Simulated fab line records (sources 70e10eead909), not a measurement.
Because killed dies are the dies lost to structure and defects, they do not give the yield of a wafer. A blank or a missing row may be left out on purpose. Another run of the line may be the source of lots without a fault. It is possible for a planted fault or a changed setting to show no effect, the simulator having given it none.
Chamber matching -- flow nand harc -- ald metal-02 running NHARC_A_BLC_ALD_23: 4 sister chambers
The step deposits TiN, target thk 3 nm, pulse time 1 s, ald cycles 150. 20 wafers are shown with their chamber, then 10 later ones without.

WAFERS PAIRED WITH THEIR CHAMBERS
wafer,chamber,heater power w (W),heater power outer w (W),precursor pulse height rel
L075.1,3,1110,710,1.010
L075.3,2,990,588,1.015
L075.4,0,976,605,0.992
L074.2,3,1115,701,0.975
L074.3,1,832,545,1.001
L074.5,0,974,597,0.977
L081.1,0,951,596,0.973
L081.3,1,826,533,1.006
L081.6,0,964,584,1.000
L078.1,2,1024,593,0.989
L078.3,1,830,539,1.019
L078.5,2,1025,596,0.985
L084.3,2,1022,604,1.000
L084.4,0,951,594,0.994
L084.5,1,816,531,1.005
L080.2,2,1035,584,0.977
L080.4,0,974,584,1.007
L080.5,1,843,537,1.010
L083.1,1,828,527,0.975
L083.2,3,1053,668,1.027

SIGNATURES (means of the wafers above)
reading,chamber 0,chamber 1,chamber 2,chamber 3,scatter within a chamber
heater power w,965.00,829.17,1019.20,1092.67,17
heater power outer w,593.33,535.33,593.00,693.00,10.5
precursor pulse height rel,0.99050,1.00267,0.99320,1.00400,0.0163
Rule: a wafer's distance from a chamber is the root of the sum, over the readings, of the square of ((its reading less the chamber's mean) divided by the reading's scatter). The wafer belongs to the nearest chamber; if the next one is less than 2 further off, it can't be placed. The scatter: the root of (the sum of the squares of (reading less its chamber's mean) over the shown wafers, divided by (wafers less chambers)).

WAFERS MISSING THEIR CHAMBER
wafer,heater power w (W),heater power outer w (W),precursor pulse height rel
L083.4,1013,595,0.973
L090.1,973,604,0.979
L090.3,1080,689,1.028
L090.5,977,606,0.987
L095.1,843,554,0.999
L095.3,1050,673,1.006
L095.5,834,550,1.003
L096.3,841,527,0.989
L096.5,824,549,0.982
L096.6,952,591,1.027

CHAMBER TAKEN BY EACH
wafer,from the rows above,in truth
L083.4,can't be placed: 2 or 0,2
L090.1,can't be placed: 0 or 2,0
L090.3,3,3
L090.5,can't be placed: 0 or 2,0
L095.1,1,1
L095.3,3,3
L095.5,1,1
L096.3,1,1
L096.5,1,1
L096.6,0,0
Placed correctly: 7 of 10. From these rows, 3 cannot be placed; in 3 the true chamber is one of the candidates. 0 placed wrongly.
